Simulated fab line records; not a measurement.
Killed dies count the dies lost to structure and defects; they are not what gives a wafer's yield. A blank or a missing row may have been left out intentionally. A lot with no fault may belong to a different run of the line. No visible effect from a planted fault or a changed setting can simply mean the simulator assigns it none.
fab line records ; flow n5-finfet
[record] lots = 7; wafers = 21
route steps=1938 shown BEOL_M14@1742 BEOL_M15@1787 TV_LITHO@1879 PASSIVATION@1916
start-h: hours from the record's first day to the start of the lot's first wafer shown ; wait-h: time in hours since the lot's previous step ; " identical to the entry in the row above ; L1.1+2: a row that stands for several wafers ; - value missing, or start not given ; * or withheld: withheld ; < > ~ a bound
route shown NAME@n: NAME is a module with steps in the file, n the number in the route of the first one ; usual: mean and standard deviation over wafers with no fault ; same: alike in all rows ; chamber/n: place in a boat ; sites: the reading at each site ; _std_site: how widely they spread, as a standard deviation ; _edge_site: outer sites' mean less inner sites' ; radius-mm: for every site, how far away it sits from the centre of the wafer ; mask NAME#n: copy n ; behind: the last tool/chamber to shape the wafer ; hold: what put the lot on hold/how long, in hours/how the hold closed ; device: names the non-switching transistor (n, p or np) ; end of line: the tests these same wafers got at the end of their route ; a step with no rows: only its recipe ; killed: count of dies lost to structure and defects at first sort (not the wafer's yield) ; map: the dies of a wafer, with x for killed, . for not killed, _ for no die there
set.NAME: setting as actually run; set.NAME@STEP: the setting as run at that earlier step ; model.NAME: the simulator's own value behind a step, which no gauge read
lots whose settings were changed on purpose; a table a step, a row a wafer
[[steps]]
[step N5_BEOL_M14_EXPOSE_25]
[recipe] mask-id = M14; na = 0.8; source-shape = annular; sigma-inner = 0.5; sigma-outer = 0.8; polarization = unpolarized; target-cd-nm = 280; dose-mj = 26.6
lot.wafer;tool;chamber;start-h;wait-h;mask;set.dose-mj
L075.1+4+5;krf-scanner-01;0;262.03;-;M14#0;26.6
L077.4+6;krf-scanner-02;0;262.41;-;M14#0;26.6
L077.5;krf-scanner-02;0;262.41;-;M14#0;27.68
L079.1;krf-scanner-01;0;275.27;-;M14#0;26.6
L079.4+6;krf-scanner-01;0;275.27;-;M14#0;27.18
L082.3;krf-scanner-01;0;289.53;-;M14#0;27.32
L082.4+5;krf-scanner-01;0;289.53;-;M14#0;26.6
L085.3+5;krf-scanner-01;0;311.05;-;M14#0;26.6
L085.6;krf-scanner-01;0;311.05;-;M14#0;27.43
L086.2+4+6;krf-scanner-01;0;326.60;-;M14#0;26.6
L092.3+4+5;krf-scanner-02;0;355.12;-;M14#0;26.6
[step N5_BEOL_M14_PEB_26]
[recipe] peb-temp-c = 130; peb-time-s = 90
[step N5_BEOL_M14_DEVELOP_27]
[recipe] develop-time-s = 45; rinse-liquid = diw; dry = air-spin; dev-temp-c = 21
[step N5_BEOL_M14_HARDBAKE_32]
[recipe] temp-c = 130; time-s = 120
[step N5_BEOL_M14_CD_MEAS_28]
[recipe] target-cd-nm = 284.4; landing-energy-ev = 500; detector = se-inlens
[usual] cd-nm = 284.0/2
lot.wafer;tool;chamber;start-h;wait-h;set.dose-mj@BEOL_M14_EXPOSE_25;cd-nm
L075.1;cd-sem-02;0;262.20;-;26.6;285.9
L075.4;cd-sem-02;0;262.20;-;26.6;284.9
L075.5;cd-sem-02;0;262.20;-;26.6;286.0
L077.4;cd-sem-01;0;262.56;-;26.6;282.6
L077.5;cd-sem-01;0;262.56;-;27.68;288.7
L077.6;cd-sem-01;0;262.56;-;26.6;283.2
L079.1;cd-sem-03;0;275.44;-;26.6;283.3
L079.4;cd-sem-03;0;275.44;-;27.18;285.9
L079.6;cd-sem-03;0;275.44;-;27.18;286.8
L082.3;cd-sem-02;0;289.69;-;27.32;291.1
L082.4;cd-sem-02;0;289.69;-;26.6;285.3
L082.5;cd-sem-02;0;289.69;-;26.6;286.3
L085.3;cd-sem-01;0;311.21;-;26.6;284.0
L085.5;cd-sem-01;0;311.21;-;26.6;285.2
L085.6;cd-sem-01;0;311.21;-;27.43;289.8
L086.2;cd-sem-03;0;326.76;-;26.6;282.9
L086.4;cd-sem-03;0;326.76;-;26.6;281.7
L086.6;cd-sem-03;0;326.76;-;26.6;282.0
L092.3;cd-sem-01;0;355.28;-;26.6;283.5
L092.4;cd-sem-01;0;355.28;-;26.6;284.1
L092.5;cd-sem-01;0;355.28;-;26.6;283.4
[step N5_BEOL_M14_DESCUM_33]
[recipe] chemistry = O2; time-s = 7.9; source-power-w = 50; bias-power-w = 20; pressure-mtorr = 20; rf-frequency-hz = 2.712e+07; temp-c = 40; o2-flow-sccm = 225
lot.wafer;tool;chamber;start-h;wait-h;set.time-s;set.dose-mj@BEOL_M14_EXPOSE_25;model.BEOL_M14.cd-nm
L075.1;rie-diel-04;2;262.78;0.5;7.9;26.6;286
L075.4;rie-diel-04;3;262.78;0.5;7.9;26.6;285
L075.5;rie-diel-04;0;262.78;0.5;7.9;26.6;286.2
L077.4;rie-diel-05;1;263.15;0.5;7.9;26.6;282.6
L077.5;rie-diel-05;0;263.15;0.5;7.9;27.68;288.8
L077.6;rie-diel-05;3;263.15;0.5;7.9;26.6;283.6
L079.1;rie-diel-02;0;275.53;0.0;7.9;26.6;283.2
L079.4;rie-diel-02;2;275.53;0.0;7.9;27.18;286
L079.6;rie-diel-02;2;275.53;0.0;7.9;27.18;286.8
L082.3;rie-diel-04;1;289.84;0.1;6.586;27.32;291
L082.4;rie-diel-04;3;289.84;0.1;7.9;26.6;285.2
L082.5;rie-diel-04;0;289.84;0.1;7.9;26.6;286
L085.3;rie-diel-02;1;311.69;0.4;7.9;26.6;284.2
L085.5;rie-diel-02;0;311.69;0.4;9.424;26.6;285.6
L085.6;rie-diel-02;2;311.69;0.4;9.424;27.43;289.8
L086.2;rie-diel-04;2;327.48;0.7;7.9;26.6;282.8
L086.4;rie-diel-04;3;327.48;0.7;8.9;26.6;282
L086.6;rie-diel-04;2;327.48;0.7;7.9;26.6;281.8
L092.3+5;rie-diel-02;2,1;355.37;0.0;7.9;26.6;283.2
L092.4;rie-diel-02;1;355.37;0.0;7.039;26.6;283.6
[step N5_BEOL_M14_ETCH_67]
[recipe] chemistry = CF4; target = SiARC; target-depth-a = 1430; time-s = 238.3; ion-energy-ev = 80; pressure-mtorr = 40; source-w = 545; bias-w = 36; Ar_flow_sccm = 100; cf4-flow-sccm = 100; ends = cleared
lot.wafer;tool;chamber;start-h;wait-h;set.dose-mj@BEOL_M14_EXPOSE_25;model.BEOL_M14.cd-nm
L075.1;rie-diel-04;2;262.81;0.0;26.6;281.8
L075.4;rie-diel-04;3;262.81;0.0;26.6;280.2
L075.5;rie-diel-04;0;262.81;0.0;26.6;281
L077.4;rie-diel-05;1;263.19;0.0;26.6;279
L077.5;rie-diel-05;0;263.19;0.0;27.68;283.8
L077.6;rie-diel-05;3;263.19;0.0;26.6;280
L079.1;rie-diel-02;0;275.56;0.0;26.6;278.8
L079.4;rie-diel-02;2;275.56;0.0;27.18;281
L079.6;rie-diel-02;2;275.56;0.0;27.18;282.2
L082.3;rie-diel-04;1;289.88;0.0;27.32;287.8
L082.4;rie-diel-04;3;289.88;0.0;26.6;281
L082.5;rie-diel-04;0;289.88;0.0;26.6;281.4
L085.3;rie-diel-02;1;311.72;0.0;26.6;279.8
L085.5;rie-diel-02;0;311.72;0.0;26.6;280.8
L085.6;rie-diel-02;2;311.72;0.0;27.43;285.6
L086.2;rie-diel-04;2;327.51;0.0;26.6;278.8
L086.4;rie-diel-04;3;327.51;0.0;26.6;277.2
L086.6;rie-diel-04;2;327.51;0.0;26.6;277.6
L092.3;rie-diel-02;2;355.40;0.0;26.6;278
L092.4;rie-diel-02;1;355.40;0.0;26.6;278.8
L092.5;rie-diel-02;1;355.40;0.0;26.6;278.6
[step N5_BEOL_M15_ETCH_59]
[recipe] chemistry = N2/H2; target = BARC; target-depth-a = 890; overetch-a = 267; time-s = 67.9; ion-energy-ev = 200; pressure-mtorr = 30; source-w = 840; bias-w = 150; n2-flow-sccm = 200; h2-flow-sccm = 200
lot.wafer;tool;chamber;start-h;wait-h;set.time-s;model.coat_of_BEOL_M15_COAT_04.thk-nm
L075.1;rie-diel-03;1;267.38;0.0;67.9;714.4
L075.4;rie-diel-03;0;267.38;0.0;67.9;717.6
L075.5;rie-diel-03;2;267.38;0.0;67.9;717.4
L077.4;rie-diel-03;2;267.83;0.0;67.9;719.2
L077.5;rie-diel-03;2;267.83;0.0;73.04;711.8
L077.6;rie-diel-03;1;267.83;0.0;73.04;714
L079.1;rie-diel-01;3;279.09;0.0;54;725.8
L079.4;rie-diel-01;2;279.09;0.0;67.9;716
L079.6;rie-diel-01;2;279.09;0.0;54;729.2
L082.3;rie-diel-03;0;294.65;0.0;63.86;723.4
L082.4;rie-diel-03;2;294.65;0.0;63.86;724
L082.5;rie-diel-03;0;294.65;0.0;67.9;721.2
L085.3;rie-diel-06;1;315.68;0.0;54.29;730.2
L085.5;rie-diel-06;1;315.68;0.0;67.9;720
L085.6;rie-diel-06;2;315.68;0.0;54.29;728.8
L086.2;rie-diel-03;3;330.73;0.0;79.04;708.2
L086.4;rie-diel-03;0;330.73;0.0;67.9;718.2
L086.6;rie-diel-03;3;330.73;0.0;67.9;718.4
L092.3;rie-diel-06;0;359.80;0.0;67.9;718.8
L092.4;rie-diel-06;2;359.80;0.0;67.9;716.4
L092.5;rie-diel-06;0;359.80;0.0;67.9;718.2
[step N5_BEOL_M15_COAT_60]
[recipe] resist = BARC; temp-c = 205; time-s = 60; spin-rpm = 1500; resist-thk-nm = 89
lot.wafer;tool;chamber;start-h;wait-h;set.spin-rpm;model.BARC_of_BEOL_M15_COAT_60.thk-nm
L075.1+5;litho-track-04;0;268.45;0.3;1500;89.6
L075.4;litho-track-04;0;268.45;0.3;1500;89.8
L077.4;litho-track-03;0;268.90;0.3;1500;89.2
L077.5;litho-track-03;0;268.90;0.3;1660;84.8
L077.6;litho-track-03;0;268.90;0.3;1500;89.4
L079.1+4;litho-track-04;0;280.16;0.3;1500;88.6
L079.6;litho-track-04;0;280.16;0.3;1343;93.6
L082.3;litho-track-05;0;295.90;0.3;1500;89
L082.4;litho-track-05;0;295.90;0.3;1500;88.8
L082.5;litho-track-05;0;295.90;0.3;1500;89.2
L085.3+5;litho-track-05;0;316.87;0.3;1500;89
L085.6;litho-track-05;0;316.87;0.3;1500;88.8
L086.2;litho-track-04;0;331.84;0.3;1500;89.2
L086.4;litho-track-04;0;331.84;0.3;1454;90.4
L086.6;litho-track-04;0;331.84;0.3;1454;90.8
L092.3+5;litho-track-04;0;361.03;0.3;1500;89
L092.4;litho-track-04;0;361.03;0.3;1500;88.8
[step N5_BEOL_M15_COAT_22]
[recipe] spin-rpm = 1704; resist-thk-nm = 800
[step N5_BEOL_M15_EBR_24]
[recipe] solvent = PGMEA; ebr-width-mm = 1.5
[step N5_BEOL_M15_DESCUM_33]
[recipe] chemistry = O2; time-s = 7.9; source-power-w = 50; bias-power-w = 20; pressure-mtorr = 20; rf-frequency-hz = 2.712e+07; temp-c = 40; o2-flow-sccm = 225
[step N5_BEOL_M15_ETCH_61]
[recipe] chemistry = N2/H2; target = BARC; target-depth-a = 890; overetch-a = 267; time-s = 67.9; ion-energy-ev = 200; pressure-mtorr = 30; source-w = 840; bias-w = 150; n2-flow-sccm = 200; h2-flow-sccm = 200
lot.wafer;tool;chamber;start-h;wait-h;set.spin-rpm@BEOL_M15_COAT_60;model.etch.depth-nm
L075.1;rie-diel-03;2;268.97;0.0;1500;89.69
L075.4;rie-diel-03;0;268.97;0.0;1500;89.75
L075.5;rie-diel-03;3;268.97;0.0;1500;89.65
L077.4;rie-diel-06;0;269.29;0.0;1500;89.24
L077.5;rie-diel-06;0;269.29;0.0;1660;84.76
L077.6;rie-diel-06;1;269.29;0.0;1500;89.38
L079.1;rie-diel-01;3;281.62;0.0;1500;88.53
L079.4;rie-diel-01;1;281.62;0.0;1500;88.61
L079.6;rie-diel-01;3;281.62;0.0;1343;93.6
L082.3;rie-diel-03;2;296.38;0.0;1500;89.03
L082.4;rie-diel-03;1;296.38;0.0;1500;88.86
L082.5;rie-diel-03;3;296.38;0.0;1500;89.17
L085.3+5;rie-diel-01;1,0;317.26;0.0;1500;88.93
L085.6;rie-diel-01;3;317.26;0.0;1500;88.72
L086.2;rie-diel-03;0;332.36;0.0;1500;89.14
L086.4;rie-diel-03;2;332.36;0.0;1454;90.45
L086.6;rie-diel-03;0;332.36;0.0;1454;90.82
L092.3;rie-diel-06;2;361.44;0.0;1500;88.99
L092.4;rie-diel-06;3;361.44;0.0;1500;88.85
L092.5;rie-diel-06;0;361.44;0.0;1500;88.98
[step N5_PASSIVATION_EXPOSE_07]
[recipe] mask-id = TV; na = 0.55; source-shape = conventional; sigma-outer = 0.8; polarization = unpolarized; defocus-nm = 0; target-cd-nm = 3000; dose-mj = 22.75
lot.wafer;tool;chamber;start-h;wait-h;mask;set.dose-mj
L075.1+4+5;krf-scanner-02;0;281.35;-;TV#0;22.75
L077.4+5+6;krf-scanner-01;0;284.35;-;TV#0;22.75
L079.1+6;krf-scanner-02;0;290.38;-;TV#0;23.77
L079.4;krf-scanner-02;0;290.38;-;TV#0;22.75
L082.3+5;krf-scanner-02;0;307.11;-;TV#0;22.75
L082.4;krf-scanner-02;0;307.11;-;TV#0;22.17
L085.3+6;krf-scanner-02;0;326.88;-;TV#0;23.2
L085.5;krf-scanner-02;0;326.88;-;TV#0;22.75
L086.2+6;krf-scanner-02;0;343.37;-;TV#0;21.62
L086.4;krf-scanner-02;0;343.37;-;TV#0;22.75
L092.3+4;krf-scanner-01;0;373.53;-;TV#0;22.75
L092.5;krf-scanner-01;0;373.53;-;TV#0;21.46
[step N5_PASSIVATION_PEB_08]
[recipe] peb-temp-c = withheld; peb-time-s = *
[step N5_PASSIVATION_DEVELOP_09]
[recipe] develop-time-s = 60; rinse-liquid = diw; dry = air-spin; dev-temp-c = 21
[step N5_PASSIVATION_HARDBAKE_11]
[recipe] temp-c = 130; time-s = 120
[step N5_PASSIVATION_CD_MEAS_10]
[recipe] target-cd-nm = 3000; landing-energy-ev = 500; detector = se-inlens
[usual] cd-nm = 2999.5/2.5
lot.wafer;tool;chamber;start-h;wait-h;set.dose-mj@PASSIVATION_EXPOSE_07;cd-nm
L075.1;cd-sem-01;0;281.53;-;22.75;2997.2
L075.4;cd-sem-01;0;281.53;-;22.75;2997.2
L075.5;cd-sem-01;0;281.53;-;22.75;2997.4
L077.4;cd-sem-03;0;284.51;-;22.75;3001.5
L077.5;cd-sem-03;0;284.51;-;22.75;2999.3
L077.6;cd-sem-03;0;284.51;-;22.75;2998.0
L079.1;cd-sem-01;0;290.55;-;23.77;3007.7
L079.4;cd-sem-01;0;290.55;-;22.75;2998.9
L079.6;cd-sem-01;0;290.55;-;23.77;3006.7
L082.3;cd-sem-03;0;307.27;-;22.75;3001.0
L082.4;cd-sem-03;0;307.27;-;22.17;2996.9
L082.5;cd-sem-03;0;307.27;-;22.75;3002.6
L085.3;cd-sem-01;0;327.05;-;23.2;3005.8
L085.5;cd-sem-01;0;327.05;-;22.75;3003.0
L085.6;cd-sem-01;0;327.05;-;23.2;3004.9
L086.2;cd-sem-03;0;343.54;-;21.62;2989.8
L086.4;cd-sem-03;0;343.54;-;22.75;2997.4
L086.6;cd-sem-03;0;343.54;-;21.62;2993.9
L092.3;cd-sem-02;0;373.70;-;22.75;2999.1
L092.4;cd-sem-02;0;373.70;-;22.75;2999.5
L092.5;cd-sem-02;0;373.70;-;21.46;2989.6
[step N5_PASSIVATION_DESCUM_12]
[recipe] chemistry = O2; time-s = 7.9; source-power-w = 50; bias-power-w = 20; pressure-mtorr = 20; rf-frequency-hz = 2.712e+07; temp-c = 40; o2-flow-sccm = 225
lot.wafer;tool;chamber;start-h;wait-h;set.time-s
L075.1+4+5;rie-diel-01;0,3,3;282.83;1.2;7.9
L077.4+5;rie-diel-01;3,0;287.53;3.0;7.9
L077.6;rie-diel-01;1;287.53;3.0;7.042
L079.1+4;rie-diel-03;1,3;293.07;2.5;6.705
L079.6;rie-diel-03;2;293.07;2.5;7.9
L082.3+4+5;rie-diel-01;3,1,0;307.76;0.4;7.9
L085.3+5+6;rie-diel-01;0,2,1;327.14;0.0;7.9
L086.2+4;rie-diel-01;1,0;343.63;0.0;6.129
L086.6;rie-diel-01;0;343.63;0.0;7.9
L092.3;rie-diel-06;0;373.92;0.2;7.4
L092.4+5;rie-diel-06;1,3;373.92;0.2;7.9
[step N5_PASSIVATION_PECVD_35]
[recipe] material = SiNx; target-thk-a = 7000; temp-c = 400; precursor = SiH4/NH3/N2; pressure-torr = 4.9; rf-w = 1406; time-s = 151.3
lot.wafer;tool;chamber;start-h;wait-h;set.time-s;model.SiNx_of_PASSIVATION_PECVD_35.thk-nm
L075.1;pecvd-03;2;285.96;0.1;151.3;680.4
L075.4;pecvd-03;2;285.96;0.1;151.3;689.4
L075.5;pecvd-03;0;285.96;0.1;151.3;691.8
L077.4;pecvd-02;1;290.47;0.1;151.3;713.8
L077.5;pecvd-02;2;290.47;0.1;168.4;774.6
L077.6;pecvd-02;0;290.47;0.1;151.3;709.4
L079.1;pecvd-01;0;295.73;0.1;151.3;693.4
L079.4;pecvd-01;0;295.73;0.1;159.4;741.8
L079.6;pecvd-01;2;295.73;0.1;159.4;742.8
L082.3;pecvd-01;0;310.60;0.1;130.1;599
L082.4;pecvd-01;2;310.60;0.1;130.1;612.8
L082.5;pecvd-01;0;310.60;0.1;151.3;711.6
L085.3;pecvd-03;1;329.97;0.1;170.9;782.2
L085.5;pecvd-03;0;329.97;0.1;170.9;796.8
L085.6;pecvd-03;2;329.97;0.1;151.3;707.6
L086.2;pecvd-03;1;346.65;0.1;151.3;678.6
L086.4;pecvd-03;1;346.65;0.1;136.5;619.6
L086.6;pecvd-03;0;346.65;0.1;151.3;688
L092.3;pecvd-01;2;376.80;0.1;165.3;768.2
L092.4;pecvd-01;1;376.80;0.1;151.3;703.8
L092.5;pecvd-01;2;376.80;0.1;151.3;707.2
[[key]]
[split] step = N5_BEOL_M14_EXPOSE_25; setting = dose-mj; stated = 26.6; by = wafer
[response] step = N5_BEOL_M14_CD_MEAS_28; reading = cd-nm; change = +1.59; per = 1%; r = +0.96
[response] step = N5_BEOL_M14_DESCUM_33; reading = model.BEOL_M14.cd-nm; change = +1.57; per = 1%; r = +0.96
[response] step = N5_BEOL_M14_ETCH_67; reading = model.BEOL_M14.cd-nm; change = +1.51; per = 1%; r = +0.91
[split] step = N5_BEOL_M14_DESCUM_33; setting = time-s; stated = 7.9; by = wafer
response none clear
[split] step = N5_BEOL_M15_ETCH_59; setting = time-s; stated = 67.9; by = wafer
[response] step = N5_BEOL_M15_ETCH_59; reading = model.coat_of_BEOL_M15_COAT_04.thk-nm; change = -0.553; per = 1%; r = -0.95
[split] step = N5_BEOL_M15_COAT_60; setting = spin-rpm; stated = 1500; by = wafer
[response] step = N5_BEOL_M15_COAT_60; reading = model.BARC_of_BEOL_M15_COAT_60.thk-nm; change = -0.45; per = 1%; r = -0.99
[response] step = N5_BEOL_M15_ETCH_61; reading = model.etch.depth-nm; change = -0.455; per = 1%; r = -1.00
[split] step = N5_PASSIVATION_EXPOSE_07; setting = dose-mj; stated = 22.75; by = wafer
[response] step = N5_PASSIVATION_CD_MEAS_10; reading = cd-nm; change = +1.57; per = 1%; r = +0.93
[split] step = N5_PASSIVATION_DESCUM_12; setting = time-s; stated = 7.9; by = wafer
response none in this file
[split] step = N5_PASSIVATION_PECVD_35; setting = time-s; stated = 151.3; by = wafer
[response] step = N5_PASSIVATION_PECVD_35; reading = model.SiNx_of_PASSIVATION_PECVD_35.thk-nm; change = +6.72; per = 1%; r = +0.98
